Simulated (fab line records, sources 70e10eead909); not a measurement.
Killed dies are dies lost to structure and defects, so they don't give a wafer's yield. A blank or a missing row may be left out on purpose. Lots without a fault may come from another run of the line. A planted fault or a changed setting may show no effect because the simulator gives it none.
Chamber matching | flow nand_harc | NHARC_A_STAIRCASE_CMP_450 on cmp-02: 4 sister chambers
The step polishes SiO2, target thk 200 nm. 7 wafers are shown with their chamber, then 8 later ones without.

WAFERS WITH THEIR CHAMBER
wafer  | chamber | motor_current_A (A) | slurry_filter_dp_kPa (kPa)
L079.6 | 2       | 10.9                | 13.58
L085.5 | 3       | 11.6                | 13.59
L085.6 | 0       | 14.3                | 13.73
L090.3 | 1       | 9.1                 | 13.42
L090.4 | 3       | 11.4                | 13.44
L090.6 | 1       | 9.2                 | 13.55
L092.3 | 0       | 13.7                | 13.27

WAFERS WITHOUT THEIR CHAMBER
wafer  | motor_current_A (A) | slurry_filter_dp_kPa (kPa)
L092.4 | 10.6                | 13.48
L092.5 | 10.6                | 13.49
L096.3 | 11.4                | 13.50
L096.5 | 11.6                | 13.59
L096.6 | 13.4                | 13.66
L097.1 | 13.5                | 13.54
L097.2 | 12.0                | 13.47
L097.4 | 9.4                 | 13.53

WHICH CHAMBER EACH WENT THROUGH
wafer  | from the rows above     | in truth
L092.4 | 2                       | 2
L092.5 | 2                       | 2
L096.3 | can't be placed: 3 or 2 | 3
L096.5 | 3                       | 3
L096.6 | 0                       | 0
L097.1 | 0                       | 0
L097.2 | 3                       | 3
L097.4 | 1                       | 1
Placed correctly: 7 of 8. Can't be placed from these rows: 1 (the true chamber is among the candidates in 1). Placed wrongly: 0.
How it was worked out, from the rows above alone: a wafer's distance from a chamber is the root of the sum, over the readings, of the square of ((its reading less the chamber's mean) divided by the reading's scatter). The wafer belongs to the nearest chamber; if the next one is less than 2 further off, it can't be placed. A chamber's mean is the mean of its shown wafers. The scatter: the root of (the sum of the squares of (reading less its chamber's mean) over the shown wafers, divided by (wafers less chambers)).
